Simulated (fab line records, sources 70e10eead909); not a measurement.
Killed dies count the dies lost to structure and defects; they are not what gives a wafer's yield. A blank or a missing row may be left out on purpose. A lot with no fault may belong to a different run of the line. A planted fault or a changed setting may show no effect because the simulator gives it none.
Chamber matching	flow nand harc	4 sister chambers for NHARC_A_CHANNEL_FILL_D2_ALD_25 on ald hk-03
The step deposits SiOx, target thk 60 nm, pulse time 10 s, ald cycles 600. 8 wafers are shown with their chamber, then 7 later ones without.

WAFERS WITH THEIR CHAMBER
wafer	chamber	heater power w (W)	heater power outer w (W)
L083.1	0	421	215
L086.2	3	465	261
L086.5	2	672	366
L087.1	2	679	358
L087.3	1	443	223
L087.6	3	467	257
L089.2	1	448	225
L089.5	0	420	220

WAFERS WITHOUT THEIR CHAMBER
wafer	heater power w (W)	heater power outer w (W)
L089.6	435	225
L090.2	468	258
L090.5	435	222
L090.6	411	223
L093.1	406	213
L093.4	670	369
L093.6	414	211

THE CHAMBER EACH PASSED THROUGH
wafer	from the rows above	in truth
L089.6	can't be placed: 1 or 0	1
L090.2	3	3
L090.5	can't be placed: 1 or 0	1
L090.6	0	0
L093.1	0	0
L093.4	2	2
L093.6	0	0
Placed correctly: 5 of 7. Not placeable from these rows: 2 (in 2, the candidates include the true chamber). Placed wrongly: 0.
How it was worked out, from the rows above alone: a wafer's distance from a chamber is the root of the sum, over the readings, of the square of ((its reading less the chamber's mean) divided by the reading's scatter). The wafer belongs to the nearest chamber; if the next one is less than 2 further off, it can't be placed. A chamber's mean is the mean of its shown wafers. The scatter: take each reading less its chamber's mean, square it, sum over the shown wafers, divide by the number of wafers less the number of chambers, and take the root.
